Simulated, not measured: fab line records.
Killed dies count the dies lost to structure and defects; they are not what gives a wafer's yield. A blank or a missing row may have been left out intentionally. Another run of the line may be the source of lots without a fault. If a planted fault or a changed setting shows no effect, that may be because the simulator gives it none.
A struck lot beside a sound one | flow n5 finfet | 15 steps out of a route of 1938
Sound: the wafers L372.1, L372.3, L372.5. Wafers struck: L384.1, L384.2. The cause is named last.
At each step with rows: each side's tool, then ch and its chambers, then its first start. Under that, the readings that differ: sound wafers | struck wafers | difference of the means | sigmas: that difference in standard deviations of wafers without a fault.
alike: same words and numbers on both sides, and readings whose means sit less than 2 such deviations apart. not compared: any withheld reading, any reading some wafer has no value for, any bound like >300 that may hide the same value, and any number with overlapping values for which the record gives no deviation.
Wherever a step has rows on one side only, a row that says differs or no value, or a row with sigmas, the two part there. When numbers do not overlap yet have no deviation, they are printed without sigmas and do not part them. Lack of a reading on every wafer of one side parts them only where that side has two or more wafers.

first, 7 steps without rows for these wafers: N5_BEOL_M12_COAT_22 (resist thk 300 nm); N5_BEOL_M12_EBR_24; N5_BEOL_M12_SOFTBAKE_23 (time 60 s); N5_BEOL_M12_EXPOSE_25 (exposes mask M12); N5_BEOL_M12_PEB_26 (peb time 90 s); N5_BEOL_M12_DEVELOP_27 (develop time 45 s); N5_BEOL_M12_HARDBAKE_32 (time 120 s).
N5_BEOL_M12_CD_MEAS_28 targets a cd of 160.2 nm.
  sound on cd sem-01 ch 0, day 13 15:11; struck on cd sem-02 ch 0, day 16 09:11
  alike: cd nm
N5_BEOL_M12_OVL_MEAS_29:
  sound on overlay-01 ch 0, day 13 15:13; struck on overlay-01 ch 0, day 16 09:13
  alike: M12_OVL
N5_BEOL_M12_INSPECT_30: inspects for defects (macro).
  sound on defect inspect-02 at day 13 15:15; struck on defect inspect-02 at day 16 09:14
  alike: raw defect count
N5_BEOL_M12_DESCUM_33: chemistry O2, time 7.9 s.
  sound on rie diel-01 ch 1,2,3, day 13 15:17; struck on rie diel-01 ch 0,3, day 16 09:16
  alike: drypump motor current A, oes product au, rf vpp V, showerhead plenum p Torr, throttle valve pct
  not compared: rf hours counter h
N5_BEOL_M12_ETCH_67: etches SiARC in CF4, target depth 143 nm, time 238.3 s.
  sound on rie diel-01 ch 1,2,3, day 13 15:19; struck on rie diel-01 ch 0,3, day 16 09:18
  alike: drypump motor current A, etch rf on time s, mfc ar sccm, oes product au, rf vpp V, showerhead plenum p Torr, throttle valve pct
  not compared: rf hours counter h
N5_BEOL_M12_ETCH_68: etches SOC in N2/H2, time 285 s.
  sound on rie diel-01 ch 1,2,3, day 13 15:28; struck on rie diel-01 ch 0,3, day 16 09:27
  reading                                     | sound          | struck    | difference | sigmas
  model.SiARC_of_BEOL_M12_COAT_66.thk nm (nm) | 85.8 86.4 86.6 | 77.8 77.2 | -8.8       |
  alike: drypump motor current A, oes product au, rf vpp V, showerhead plenum p Torr, throttle valve pct
  not compared: rf hours counter h
then, 1 step without rows for these wafers: N5_BEOL_M12_STRIP_69 (strips in N2/H2).
N5_PASSIVATION_PROBE_49:
  sound on prober-01 at day 15 13:19; struck on prober-02 at day 18 03:12
  alike: defect limited yield, killed_at_M0_to_M3, killed_at_M4_up, killed at contacts, killed at front end, killed at other, killed dies, killed open, killed short, sort_bin_5_function, sort_bin_6_memory, sort n pass, sort yield pct

WHERE THEY PART
Nowhere in this record.

WHY: whatever the simulator had introduced
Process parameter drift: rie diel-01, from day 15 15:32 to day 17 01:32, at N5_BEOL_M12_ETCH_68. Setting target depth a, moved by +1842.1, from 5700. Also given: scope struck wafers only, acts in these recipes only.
